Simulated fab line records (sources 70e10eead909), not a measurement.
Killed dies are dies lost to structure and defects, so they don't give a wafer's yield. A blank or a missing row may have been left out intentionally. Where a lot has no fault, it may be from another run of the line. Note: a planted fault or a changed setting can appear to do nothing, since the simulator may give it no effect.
Chamber matching | flow nandHarc | 4 sister chambers for NHARC_A_STAIRCASE_TRIM_196 on rieDiel-12
The step chemistry O2, time 211.2 s. 16 wafers are shown with their chamber, then 8 later ones without.

== WAFERS PAIRED WITH THEIR CHAMBERS ==
wafer  | chamber | showerheadPlenumPTorr (Torr) | rfVppV (V) | oesProductAu (a.u.)
L076.1 | 1       | 3.64                         | 57.8       | 1.006
L076.3 | 0       | 3.51                         | 57.6       | 1.018
L076.6 | 1       | 3.64                         | 57.9       | 1.006
L078.1 | 1       | 3.63                         | 58.4       | 1.001
L078.3 | 0       | 3.50                         | 57.4       | 1.009
L078.5 | 1       | 3.64                         | 59.2       | 1.008
L082.3 | 3       | 3.62                         | 58.0       | 1.017
L082.5 | 2       | 3.71                         | 58.3       | 0.996
L082.6 | 1       | 3.63                         | 57.6       | 1.013
L084.1 | 1       | 3.63                         | 57.9       | 1.002
L084.3 | 2       | 3.70                         | 58.6       | 1.000
L084.6 | 3       | 3.62                         | 57.0       | 1.025
L086.2 | 0       | 3.49                         | 57.9       | 1.001
L086.3 | 3       | 3.62                         | 56.8       | 1.005
L086.4 | 1       | 3.63                         | 59.1       | 0.995
L085.3 | 2       | 3.70                         | 59.6       | 0.982

SIGNATURES, as means of the wafers listed above
reading               | chamber 0 | chamber 1 | chamber 2 | chamber 3 | scatter within a chamber
showerheadPlenumPTorr | 3.5000    | 3.6343    | 3.7033    | 3.6200    | 0.00604
rfVppV                | 57.633    | 58.271    | 58.833    | 57.267    | 0.605
oesProductAu          | 1.00933   | 1.00443   | 0.99267   | 1.01567   | 0.00777
Rule: for a wafer and a chamber, the distance is found by dividing, reading by reading, the gap between the wafer's reading and the chamber's mean by the reading's scatter, squaring, summing and taking the root. The wafer belongs to the nearest chamber; if the next one is less than 2 further off, it can't be placed. The scatter: take each reading less its chamber's mean, square it, sum over the shown wafers, divide by the number of wafers less the number of chambers, and take the root.

== WAFERS WITH NO CHAMBER GIVEN ==
wafer  | showerheadPlenumPTorr (Torr) | rfVppV (V) | oesProductAu (a.u.)
L085.4 | 3.62                         | 57.4       | 1.004
L085.6 | 3.62                         | 58.6       | 1.008
L089.1 | 3.49                         | 55.8       | 1.019
L089.2 | 3.62                         | 57.5       | 0.997
L089.5 | 3.49                         | 59.1       | 1.005
L090.1 | 3.62                         | 58.9       | 1.005
L090.3 | 3.49                         | 57.4       | 1.006
L090.6 | 3.62                         | 57.9       | 1.013

== WHICH CHAMBER EACH WENT THROUGH ==
wafer  | from the rows above     | in truth
L085.4 | can't be placed: 3 or 1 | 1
L085.6 | can't be placed: 3 or 1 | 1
L089.1 | 0                       | 0
L089.2 | can't be placed: 3 or 1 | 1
L089.5 | 0                       | 0
L090.1 | can't be placed: 1 or 3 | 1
L090.3 | 0                       | 0
L090.6 | can't be placed: 3 or 1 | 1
Correctly placed: 3 of 8. These rows do not allow placing 5 (true chamber among the candidates in 5). 0 placed wrongly.
